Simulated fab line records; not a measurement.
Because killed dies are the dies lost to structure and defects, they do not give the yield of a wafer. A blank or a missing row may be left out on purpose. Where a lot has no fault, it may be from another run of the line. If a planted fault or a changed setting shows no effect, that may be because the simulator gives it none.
Split-lot experiment	flow n5-finfet	21 wafers read from 7 lots, route of 1938 steps

THE SPLIT
At N5_BEOL_M7_ILD_DEP_00 (deposits SiCOH lowk from DEMS/porogen, target thk 179.75 nm, time 33.4 s), the setting time-s was moved away from the recipe's 33.4 s on 7 of the 21 wafers read, by -3.9% to +9.0%. All remaining wafers had this setting at the recipe value.

FROM SPLIT TO READING: 1 step shown by the file between the two
- N5_BEOL_M7_CURE_74: cures SiCOH lowk, time 240 s

THE READING
Values of M7_ILD_THK in nm from N5_BEOL_M7_THK_MEAS_01. Typical for fault-free wafers on this fab line: 154.6 nm, with standard deviation 1.9 nm.

wafer	tool, chamber at the split	time-s as run, s	against the recipe	M7_ILD_THK, nm	against lot-mates on the recipe
L075.1	pecvd-01, 1	36.42	+9.0%	165.7	+8.0
L075.4	pecvd-01, 0	36.42	+9.0%	170.7	+13.0
L075.6	pecvd-01, 2	33.4	recipe	157.7	-
L076.1	pecvd-01, 0	33.4	recipe	152.5	-
L076.2	pecvd-01, 1	35.73	+7.0%	163.6	+9.7
L076.5	pecvd-01, 0	33.4	recipe	155.4	-
L084.1	pecvd-01, 2	33.4	recipe	153.7	-
L084.5	pecvd-01, 0	33.4	recipe	154.9	-
L084.6	pecvd-01, 2	33.4	recipe	157.5	-
L089.3	pecvd-03, 0	33.4	recipe	152.6	-
L089.5	pecvd-03, 1,0	33.4	recipe	154.0	-
L089.6	pecvd-03, 1,0	33.4	recipe	154.1	-
L094.1	pecvd-01, 2	32.1	-3.9%	150.5	-7.1
L094.4	pecvd-01, 2	33.4	recipe	157.6	-
L094.6	pecvd-01, 1	32.1	-3.9%	149.6	-8.0
L095.4	pecvd-03, 2	33.4	recipe	158.8	-
L095.5	pecvd-03, 2	33.4	recipe	158.2	-
L095.6	pecvd-03, 1	33.4	recipe	155.5	-
L097.4	pecvd-02, 1	35.81	+7.2%	165.7	+7.2
L097.5	pecvd-02, 2	35.81	+7.2%	167.7	+9.2
L097.6	pecvd-02, 0	33.4	recipe	158.5	-
If several chambers appear in one row, that row covers several wafers at once and the file leaves open which wafer was in which chamber.

THE FIT
A straight line over all 21 wafers: M7_ILD_THK changes by +1.39 nm for each +1% of time-s; r = +0.93; the points scatter about the line by 2.1 nm.
The same after taking each lot's own level away (the mean of its wafers on the recipe; 21 wafers): +1.29 nm for each +1%; r = +0.95; scatter 1.6 nm.
According to that fit, moving time-s by its largest amount changes the reading by 12 nm.
From 153.57 to 158.50 nm: that is the span of the lots' own levels, equal to 2.6 times the standard deviation above.
Consequently the slope shifts little with the lot-to-lot level, the two slopes agreeing.
Check: for one of the wafers moved furthest among these (+9.0%), held out of the fit, the line's prediction against its lot-mates is +12.3 nm. Against them it came out at +8 nm.

OTHER SPLITS APPLIED TO THESE WAFERS
Before the reading, these wafers also passed through other splits. Each is held against what the fit with the lots' levels taken away leaves over:
other split on the same wafers	wafers away from the commonest value	r with M7_ILD_THK (lot level and that fit taken away)
N5_BEOL_M6_EXPOSE_08 dose-mj	5	+0.16

THE WHOLE CHAIN: every reading that the file lists as answering this split, in the file's order
step	what it does	reading	change (the file's fit)	r (the file's)
N5_BEOL_M7_ILD_DEP_00	deposits SiCOH lowk from DEMS/porogen, target thk 179.75 nm, time 33.4 s	SiCOH_lowk_of_BEOL_M7_ILD_DEP_00.thk-nm (the simulator's own value, which no gauge read)	+1.47 nm for each +1% of the setting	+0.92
N5_BEOL_M7_CURE_74	cures SiCOH lowk, time 240 s	SiCOH_lowk_of_BEOL_M7_ILD_DEP_00.thk-nm (the simulator's own value, which no gauge read)	+1.27 nm for each +1% of the setting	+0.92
N5_BEOL_M7_THK_MEAS_01		M7_ILD_THK	+1.27 for each +1% of the setting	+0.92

THE FILE'S OWN FIT
M7_ILD_THK changes by +1.27 nm for each +1% of time-s, r = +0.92.
